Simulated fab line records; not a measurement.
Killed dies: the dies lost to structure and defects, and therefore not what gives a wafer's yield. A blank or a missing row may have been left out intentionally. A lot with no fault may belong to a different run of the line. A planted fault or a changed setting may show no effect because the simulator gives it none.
Split-lot experiment | flow n5Finfet | on a route of 1938 steps: 7 lots, 21 wafers read

== ON THE SPLIT ==
At N5_MOL_CONTACT_COAG_ETCHBACK_135 (etches SiO2 in CHF3, target depth 25 nm, time 16.7 s), the setting timeS was moved away from the recipe's 16.7 s on 7 of the 21 wafers read, by -21.9% to +10.7%. This setting was run at the recipe's value on the other wafers.

The split's own step is where the reading is taken.

== THE READING ==
SOC_of_MOL_CONTACT_COAG_COAT_75.thkNm (the simulator's own value, which no gauge read), in nm, at N5_MOL_CONTACT_COAG_ETCHBACK_135 (etches SiO2 in CHF3, target depth 25 nm, time 16.7 s). The file does not state a usual value for it. Here, 14 wafers ran the recipe; their average is 57.4 nm with a standard deviation of 0.25 nm.

wafer  | tool, chamber at the split | timeS as run, s | against the recipe | SOC_of_MOL_CONTACT_COAG_COAT_75.thkNm, nm | against lot-mates on the recipe
L074.2 | rieDiel-01, 0,3            | 18.49           | +10.7%             | 57.6                                      | -0.4
L074.4 | rieDiel-01, 0,3            | 18.49           | +10.7%             | 57.6                                      | -0.4
L074.6 | rieDiel-01, 2              | 16.7            | recipe             | 58                                        | -
L084.3 | rieDiel-04, 0              | 13.05           | -21.9%             | 58.2                                      | +0.7
L084.4 | rieDiel-04, 2              | 16.7            | recipe             | 57.4                                      | -
L084.5 | rieDiel-04, 0              | 16.7            | recipe             | 57.6                                      | -
L085.1 | rieDiel-02, 3,0            | 13.61           | -18.5%             | 57.6                                      | +0.6
L085.4 | rieDiel-02, 3,0            | 13.61           | -18.5%             | 57.6                                      | +0.6
L085.3 | rieDiel-02, 2              | 16.7            | recipe             | 57                                        | -
L086.2 | rieDiel-04, 1              | 16.7            | recipe             | 57.2                                      | -
L086.5 | rieDiel-04, 2,1            | 16.7            | recipe             | 57.4                                      | -
L086.6 | rieDiel-04, 2,1            | 16.7            | recipe             | 57.4                                      | -
L089.2 | rieDiel-04, 2              | 16.7            | recipe             | 57.4                                      | -
L089.6 | rieDiel-04, 2              | 16.7            | recipe             | 57.4                                      | -
L089.5 | rieDiel-04, 0              | 14.33           | -14.2%             | 57.8                                      | +0.4
L090.1 | rieDiel-02, 2              | 14.23           | -14.8%             | 58                                        | +0.5
L090.2 | rieDiel-02, 1              | 16.7            | recipe             | 57.6                                      | -
L090.6 | rieDiel-02, 0              | 16.7            | recipe             | 57.4                                      | -
L093.1 | rieDiel-04, 3              | 16.7            | recipe             | 57.2                                      | -
L093.2 | rieDiel-04, 2              | 16.7            | recipe             | 57                                        | -
L093.5 | rieDiel-04, 2              | 16.7            | recipe             | 57.6                                      | -
When a row names more than one chamber, that row covers several wafers, and the file does not tell which wafer ran in which chamber.

FIT RESULTS
A straight line over all 21 wafers: SOC_of_MOL_CONTACT_COAG_COAT_75.thkNm changes by -0.0168 nm for each +1% of timeS; r = -0.49; the points scatter about the line by 0.27 nm.
The same after taking each lot's own level away (the mean of its wafers on the recipe; 21 wafers): -0.033 nm for each +1%; r = -0.93; scatter 0.12 nm.
On that fit, the largest move of timeS shifts the reading by 0.72 nm.
From 57.00 to 58.00 nm: that is the span of the lots' own levels, equal to 4.0 times the standard deviation above.
So the lot-to-lot level blurs the effect unless lot-mates are compared.
Check: with one of the wafers moved furthest among these (-21.9%) left out of the fit, the line predicts +0.716 nm for it against its lot-mates. It came out at +0.7 nm against them.

== OTHER SPLITS ON THESE WAFERS ==
Before the reading, these wafers also passed through other splits. Each is held against what the fit with the lots' levels taken away leaves over:
other split on the same wafers | wafers away from the commonest value | r with SOC_of_MOL_CONTACT_COAG_COAT_75.thkNm (lot level and that fit taken away)
N5_HKMG_FIN_ETCH_32 sourceW    | 7                                    | +0.06
N5_GATE_CUT_COAT_27 spinRpm    | 5                                    | +0.04

== THE FILE'S OWN FIT ==
SOC_of_MOL_CONTACT_COAG_COAT_75.thkNm changes by -0.0323 nm for each +1% of timeS, r = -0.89.
